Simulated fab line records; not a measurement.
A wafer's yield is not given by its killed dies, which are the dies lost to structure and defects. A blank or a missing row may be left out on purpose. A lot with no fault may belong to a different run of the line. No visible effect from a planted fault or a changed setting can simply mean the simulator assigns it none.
Split-lot trial	flow n5_finfet	39 wafers read across 7 lots, on a route 1938 steps long

SPLIT DETAILS
At N5_DUMMY_GATE_ETCH_42 (etches SiO2 in CHF3/O2, target depth 3.5 nm, time 31 s), the setting bias_w was moved away from the recipe's 12 W on 9 of the 39 wafers read, by -17.7% to -5.0%. All remaining wafers had this setting at the recipe value.

The reading comes from the split's own step.

THE READING
rf_vpp_V, in V, at N5_DUMMY_GATE_ETCH_42 (etches SiO2 in CHF3/O2, target depth 3.5 nm, time 31 s). On this fab line, fault-free wafers typically give 42.6 V with a standard deviation of 0.91 V.

wafer	tool, chamber at the split	bias_w as run, W	against the recipe	rf_vpp_V, V	against lot-mates on the recipe
L078.1	rie_diel-01, 0	9.871	-17.7%	37.6	-4.9
L078.2	rie_diel-01, 3	12	recipe	42.4	-
L078.3	rie_diel-01, 2	9.871	-17.7%	36.1	-6.4
L078.4	rie_diel-01, 1	9.871	-17.7%	37.0	-5.5
L078.5	rie_diel-01, 1	12	recipe	43.4	-
L078.6	rie_diel-01, 2	12	recipe	41.8	-
L081.1	rie_diel-01, 2	11.4	-5.0%	39.6	-2.5
L081.2	rie_diel-01, 1	11.4	-5.0%	40.7	-1.4
L081.3	rie_diel-01, 0	12	recipe	42.3	-
L081.4	rie_diel-01, 3	12	recipe	42.3	-
L081.5	rie_diel-01, 1	12	recipe	41.7	-
L081.6	rie_diel-01, 0	11.4	-5.0%	40.4	-1.7
L084.1	rie_diel-03, 3	12	recipe	41.5	-
L084.2	rie_diel-03, 2	9.998	-16.7%	36.7	-5.6
L084.3	rie_diel-03, 0	9.998	-16.7%	35.8	-6.5
L084.4	rie_diel-03, 1	12	recipe	43.7	-
L084.5	rie_diel-03, 3	9.998	-16.7%	36.4	-5.9
L084.6	rie_diel-03, 0	12	recipe	41.7	-
L087.1	rie_diel-01, 1	12	recipe	43.1	-
L087.2	rie_diel-01, 3	12	recipe	41.1	-
L087.3	rie_diel-01, 0	12	recipe	42.7	-
L087.4	rie_diel-01, 0	12	recipe	42.8	-
L087.5	rie_diel-01, 3	12	recipe	42.8	-
L087.6	rie_diel-01, 1	12	recipe	43.1	-
L093.1	rie_diel-01, 1	12	recipe	42.8	-
L093.2	rie_diel-01, 0	12	recipe	43.2	-
L093.3	rie_diel-01, 3	12	recipe	42.9	-
L093.4	rie_diel-01, 2	12	recipe	44.4	-
L093.5	rie_diel-01, 3	12	recipe	42.3	-
L093.6	rie_diel-01, 2	12	recipe	44.6	-
L094.2	rie_diel-03, 3	12	recipe	42.2	-
L094.3	rie_diel-03, 0	12	recipe	43.1	-
L094.6	rie_diel-03, 0	12	recipe	43.9	-
L096.1	rie_diel-03, 3	12	recipe	41.9	-
L096.2	rie_diel-03, 2	12	recipe	43.7	-
L096.3	rie_diel-03, 0	12	recipe	41.6	-
L096.4	rie_diel-03, 0	12	recipe	43.1	-
L096.5	rie_diel-03, 2	12	recipe	43.9	-
L096.6	rie_diel-03, 3	12	recipe	42.1	-

THE FIT
A straight line over all 39 wafers: rf_vpp_V changes by +0.358 V for each +1% of bias_w; r = +0.93; the points scatter about the line by 0.87 V.
The same after taking each lot's own level away (the mean of its wafers on the recipe; 39 wafers): +0.338 V for each +1%; r = +0.94; scatter 0.75 V.
The reading moves by 6 V for the largest change in bias_w, on that fit.
The lots' own levels span 42.10 to 43.37 V, that is 1.4 times the standard deviation above.
Consequently the slope shifts little with the lot-to-lot level, the two slopes agreeing.
Check: with one of the wafers moved furthest among these (-17.7%) left out of the fit, the line predicts -6.23 V for it against its lot-mates. It came out at -4.93 V against them.
Tool readings at the split's step, against how far the setting was moved: rf_vpp_V r = +0.93.

OTHER SPLITS ON THESE WAFERS
Other splits were also applied to these wafers ahead of the reading. Each is held against what the fit with the lots' levels taken away leaves over:
other split on the same wafers	wafers away from the commonest value	r with rf_vpp_V (lot level and that fit taken away)
N5_DUMMY_GATE_ETCH_31 target_depth_a	12	+0.14

THE FILE'S OWN FIT
rf_vpp_V changes by +0.339 V for each +1% of bias_w, r = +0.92.
